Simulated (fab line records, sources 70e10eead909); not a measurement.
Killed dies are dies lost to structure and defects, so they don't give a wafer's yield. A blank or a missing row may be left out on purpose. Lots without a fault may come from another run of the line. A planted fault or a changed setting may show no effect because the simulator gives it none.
A struck lot beside a sound one | flow nand_harc | 21 steps out of a route of 1159
Sound: wafers L933.1, L933.2, L933.5. Struck: wafers L945.2, L945.5, L945.6. The cause comes at the end.
At each step with rows: each side's tool, then ch and its chambers, then its first start. Under that, the readings that differ: sound wafers | struck wafers | difference of the means | sigmas: that difference in standard deviations of wafers without a fault.
alike: readings whose means differ by less than 2 such deviations, and words and numbers that are the same on both sides. not compared: withheld readings, readings that some wafer has no value for, bounds like >300 that may hide the same value, and numbers for which the record gives no deviation and whose values overlap.
The two part at a step that has a row with sigmas, a row that says differs or no value, or rows on one side only. Numbers that don't overlap but have no deviation are shown without sigmas and don't part them. A reading that every wafer of one side lacks parts them only if that side has two wafers or more.

NHARC_P_CONTACT_DEP_30: deposits SiNx, target thk 30 nm.
  sound on pecvd-01 ch 1,2, day 5 20:11; struck on pecvd-03 ch 1,2, day 9 02:10
  alike: heater_power_w
  not compared: since_wet_clean_h
NHARC_P_CONTACT_DEP_00: deposits SiO2, target thk 500 nm.
  sound on pecvd-01 ch 1,2; struck on pecvd-03 ch 1,2
  alike: heater_power_w, mfc_precursor_sccm, throttle_valve_pct
  not compared: since_wet_clean_h
NHARC_P_CONTACT_CMP_01: polishes SiO2, target thk 200 nm.
  sound on cmp-04 ch 0,3, day 5 20:56; struck on cmp-02 ch 0,2,3, day 9 02:52
  alike: edge_zone_pressure_frac, motor_current_A
then, 8 steps without rows for these wafers: NHARC_P_CONTACT_SRD_03; NHARC_P_CONTACT_DEHYDRATE_04 (time 120 s); NHARC_P_CONTACT_HMDS_05 (time 30 s); NHARC_P_CONTACT_COAT_33 (time 75 s); NHARC_P_CONTACT_COAT_34 (time 65 s); NHARC_P_CONTACT_COAT_06 (resist thk 90 nm); NHARC_P_CONTACT_SOFTBAKE_07 (time 55 s); NHARC_P_CONTACT_EBR_08.
NHARC_P_CONTACT_EXPOSE_09: exposes mask P CA, target cd 90 nm.
  sound on arfi_scanner-02 ch 0, day 5 21:37; struck on arfi_scanner-01 ch 0, day 9 03:29
  reading | sound                | struck                        | difference | sigmas
  mask    | P_CA#0 P_CA#0 P_CA#0 | P_CA_R1#0 P_CA_R1#0 P_CA_R1#0 | differs    |
  alike: exposure_dose_mJ_cm2
then, 2 steps without rows for these wafers: NHARC_P_CONTACT_PEB_10 (peb time 65 s); NHARC_P_CONTACT_DEVELOP_11 (develop time 35 s).
NHARC_P_CONTACT_CD_MEAS_12: target cd 90 nm.
  sound on cd_sem-02 ch 0, day 5 21:46; struck on cd_sem-03 ch 0, day 9 03:37
  reading    | sound          | struck         | difference | sigmas
  cd_nm (nm) | 88.9 88.9 89.0 | 91.8 92.1 91.7 | +2.9       | +5
NHARC_P_CONTACT_OVL_MEAS_13:
  sound on overlay-01, day 5 21:51; struck on overlay-01, day 9 03:42
  reading           | sound       | struck         | difference | sigmas
  overlay_y_nm (nm) | 1.0 1.0 0.7 | -0.4 -0.6 -0.7 | -1.5       | -2
  alike: overlay_x_nm
NHARC_P_CONTACT_INSPECT_14:
  sound on defect_inspect-01, day 5 21:53; struck on defect_inspect-01, day 9 03:44
  reading          | sound  | struck | difference | sigmas
  raw_defect_count | 13 5 9 | 4 2 1  | -7         | -3
NHARC_P_CONTACT_DESCUM_17: chemistry O2, time 3 s.
  sound on rie_diel-02 ch 0,1,3, day 5 21:57; struck on rie_diel-08 ch 1,2, day 9 03:49
  reading                    | sound             | struck            | difference | sigmas
  model.P_CONTACT.cd_nm (nm) | 89.06 88.75 88.27 | 92.06 92.27 91.73 | +3.33      |
  alike: drypump_motor_current_A, oes_product_au, rf_vpp_V, showerhead_plenum_p_Torr, throttle_valve_pct
  not compared: rf_hours_counter_h
NHARC_P_CONTACT_ETCH_35: etches the open film in CF4, target depth 39 nm, time 65 s.
  sound on rie_diel-02 ch 1,2, day 5 22:02; struck on rie_diel-08 ch 2,3, day 9 03:53
  reading                    | sound             | struck             | difference | sigmas
  bias_w (W)                 | 99.79 99.03 99.11 | 99.71 100.17 99.75 | +0.57      | +2
  model.P_CONTACT.cd_nm (nm) | 88.68 88.51 88.12 | 92.31 92.24 91.91  | +3.72      |
  alike: cf4_flow_sccm, drypump_motor_current_A, oes_product_au, rf_vpp_V, showerhead_plenum_p_Torr, throttle_valve_pct
  not compared: rf_hours_counter_h
NHARC_P_CONTACT_ETCH_36: etches the open film in N2/H2, target depth 260 nm, time 406.25 s.
  sound on rie_diel-02 ch 0,3; struck on rie_diel-08 ch 0,2,3
  alike: bias_w, drypump_motor_current_A, oes_product_au, rf_vpp_V, showerhead_plenum_p_Torr, throttle_valve_pct
  not compared: rf_hours_counter_h
-- the record jumps here: 14 days lie between the struck wafers' starts before and after (it left off in module P_CONTACT and takes up again in module END, whose first step shown is number 1159 of the route) --
NHARC_END_SORT_01:
  the record has rows for the struck wafers here (prober-02 ch 0, day 23 07:07) and none for the sound ones

WHERE THEY PART
First at NHARC_P_CONTACT_EXPOSE_09; last, within this record, at NHARC_END_SORT_01.

WHY: what the simulator had put in
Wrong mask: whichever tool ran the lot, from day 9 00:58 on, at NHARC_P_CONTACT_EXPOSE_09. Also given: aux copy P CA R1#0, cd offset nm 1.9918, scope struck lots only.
